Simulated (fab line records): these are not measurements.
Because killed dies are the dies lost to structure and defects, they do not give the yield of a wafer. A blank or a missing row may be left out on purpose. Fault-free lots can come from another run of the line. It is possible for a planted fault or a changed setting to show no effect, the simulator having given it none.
3 desks looking at one fault + flow n5Finfet + what lay behind the numbers comes last; until then each desk has only its own

## THE DEFECT DESK
Lot by lot, what the route's inspections counted, given as the mean of those sampled wafers with a number. The brackets show how far a lot's mean lies from the usual mean; more than 4 standard deviations puts the lot out of limits, marked OUT.
Columns: A = rawDefectCount at N5_BEOL_M14_INSPECT_55, usual 74; B = rawDefectCount at N5_BEOL_M15_INSPECT_12, usual 2.1
| lot  | first seen here | A  | B   |
|------|-----------------|----|-----|
| L312 | day 11 19:25    | 64 | 3.7 |
| L313 | day 12 09:08    | 51 | 2.0 |
| L322 | day 14 16:52    | 96 | 0.3 |
| L323 | day 15 02:21    | 81 | 1.3 |
| L333 | day 17 07:19    | 56 | 3.0 |
Finding of this desk: none of the 5 lots has anything out of limits.

## THE METROLOGY DESK
Lot by lot, what the gauges showed, no matter which tool ran the lot: averages of those sampled wafers that carry a number. The brackets show how far a lot's mean lies from the usual mean; more than 4 standard deviations puts the lot out of limits, marked OUT.
Columns: A = M14_THK at N5_BEOL_M14_THK_MEAS_50, usual 578 nm; B = M14_RS at N5_BEOL_M14_RS_MEAS_54, usual 0.0329 ohm/sq; C = M15_ILD_THK at N5_BEOL_M15_THK_MEAS_01, usual 1617 nm; D = cdNm at N5_BEOL_M15_CD_MEAS_10, usual 360.9 nm; E = V14_OVL at N5_BEOL_M15_OVL_MEAS_11, usual 2 nm
| lot  | first seen here | A   | B      | C    | D     | E |
|------|-----------------|-----|--------|------|-------|---|
| L312 | day 11 19:16    | 583 | 0.0329 | 1590 | 360.1 | 6 |
| L313 | day 12 08:59    | 570 | 0.0331 | 1603 | 360.7 | 0 |
| L322 | day 14 16:42    | 577 | 0.0329 | 1614 | 361.4 | 1 |
| L323 | day 15 02:12    | 565 | 0.0332 | 1633 | 360.6 | 2 |
| L333 | day 17 07:07    | 579 | 0.0329 | 1617 | 363.6 | 2 |
Finding of this desk: none of the 5 lots has anything out of limits.

## THE TOOL OWNER'S DESK: lithoTrack-05
The tool's own readings at N5_BEOL_M15_COAT_58 (time 60 s, resist thk 89 nm): means of the sampled wafers that have a number, for each lot that ran on this tool. The brackets show how far a lot's mean lies from the usual mean; more than 4 standard deviations puts the lot out of limits, marked OUT.
Columns: A = plateTempC at N5_BEOL_M15_COAT_58, usual 204.99 C; B = spinSpeedRpm at N5_BEOL_M15_COAT_58, usual 1500.0 rpm
| lot  | first seen here | A      | B                        |
|------|-----------------|--------|--------------------------|
| L312 | day 11 19:44    | 205.08 | 1498.9                   |
| L313 | day 12 09:27    | 205.05 | 1500.1                   |
| L322 | day 14 17:11    | 204.96 | 1699.0 (+99 or more) OUT |
Finding of this desk: L322 out of limits; the first was L322 at day 14 17:11, on spinSpeedRpm at N5_BEOL_M15_COAT_58. In limits: L312, L313.

## ALL TOGETHER
The tool owner's desk could have raised an alarm at day 14 17:11, on L322.
The defect desk saw nothing out of limits.
The metrology desk saw nothing out of limits.
The defect desk has L322 on record, within its limits.
The metrology desk holds a record of L322, inside its limits.
Of the lots named, all ran N5_BEOL_M15_COAT_58 on lithoTrack-05.

## WHAT THE SIMULATOR PUT IN
Process parameter drift: lithoTrack-05, from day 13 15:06 on, at N5_BEOL_M15_COAT_58. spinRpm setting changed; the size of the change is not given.
Shown lots that were struck: L322.
Delay in hours, fault start to first out-of-limits reading, by desk: the tool owner's desk at 26.
